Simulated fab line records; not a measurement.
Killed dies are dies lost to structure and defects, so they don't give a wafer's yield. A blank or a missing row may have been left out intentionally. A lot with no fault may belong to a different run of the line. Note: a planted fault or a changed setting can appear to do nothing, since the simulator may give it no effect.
Matching of chambers || flow nand harc || NHARC_A_STAIRCASE_DESCUM_219 on rie diel-13: 4 sister chambers
The step chemistry O2, time 3 s. 8 wafers are shown with their chamber, then 9 later ones without.

== WAFERS WITH THEIR CHAMBER ==
{"wafer": "L077.2", "chamber": 1, "showerhead plenum p Torr (Torr)": 1.82, "oes product au (a.u.)": 0.999}
{"wafer": "L080.1", "chamber": 0, "showerhead plenum p Torr (Torr)": 2.00, "oes product au (a.u.)": 0.998}
{"wafer": "L085.1", "chamber": 3, "showerhead plenum p Torr (Torr)": 1.94, "oes product au (a.u.)": 0.992}
{"wafer": "L085.5", "chamber": 2, "showerhead plenum p Torr (Torr)": 1.89, "oes product au (a.u.)": 1.020}
{"wafer": "L085.6", "chamber": 3, "showerhead plenum p Torr (Torr)": 1.94, "oes product au (a.u.)": 0.996}
{"wafer": "L089.1", "chamber": 0, "showerhead plenum p Torr (Torr)": 1.99, "oes product au (a.u.)": 1.005}
{"wafer": "L089.2", "chamber": 2, "showerhead plenum p Torr (Torr)": 1.89, "oes product au (a.u.)": 1.008}
{"wafer": "L089.6", "chamber": 1, "showerhead plenum p Torr (Torr)": 1.81, "oes product au (a.u.)": 0.987}

== WAFERS WITH NO CHAMBER GIVEN ==
{"wafer": "L094.3", "showerhead plenum p Torr (Torr)": 1.99, "oes product au (a.u.)": 0.985}
{"wafer": "L094.4", "showerhead plenum p Torr (Torr)": 1.99, "oes product au (a.u.)": 0.983}
{"wafer": "L094.5", "showerhead plenum p Torr (Torr)": 1.89, "oes product au (a.u.)": 1.001}
{"wafer": "L096.1", "showerhead plenum p Torr (Torr)": 1.98, "oes product au (a.u.)": 0.984}
{"wafer": "L096.3", "showerhead plenum p Torr (Torr)": 1.88, "oes product au (a.u.)": 0.995}
{"wafer": "L096.6", "showerhead plenum p Torr (Torr)": 1.88, "oes product au (a.u.)": 0.985}
{"wafer": "L097.1", "showerhead plenum p Torr (Torr)": 1.80, "oes product au (a.u.)": 0.998}
{"wafer": "L097.4", "showerhead plenum p Torr (Torr)": 1.80, "oes product au (a.u.)": 0.994}
{"wafer": "L097.5", "showerhead plenum p Torr (Torr)": 1.88, "oes product au (a.u.)": 1.001}

== WHICH CHAMBER EACH WENT THROUGH ==
{"wafer": "L094.3", "from the rows above": 0, "in truth": 0}
{"wafer": "L094.4", "from the rows above": 0, "in truth": 0}
{"wafer": "L094.5", "from the rows above": 2, "in truth": 2}
{"wafer": "L096.1", "from the rows above": 0, "in truth": 0}
{"wafer": "L096.3", "from the rows above": 2, "in truth": 2}
{"wafer": "L096.6", "from the rows above": 2, "in truth": 2}
{"wafer": "L097.1", "from the rows above": 1, "in truth": 1}
{"wafer": "L097.4", "from the rows above": 1, "in truth": 1}
{"wafer": "L097.5", "from the rows above": 2, "in truth": 2}
Placed correctly: 9 of 9. From these rows, 0 cannot be placed. 0 placed wrongly.
How it was worked out, from the rows above alone: a wafer's distance from a chamber is the root of the sum, over the readings, of the square of ((its reading less the chamber's mean) divided by the reading's scatter). The wafer belongs to the nearest chamber; if the next one is less than 2 further off, it can't be placed. For every chamber, the mean is computed from those of its wafers that are shown. The scatter: the root of (the sum of the squares of (reading less its chamber's mean) over the shown wafers, divided by (wafers less chambers)).
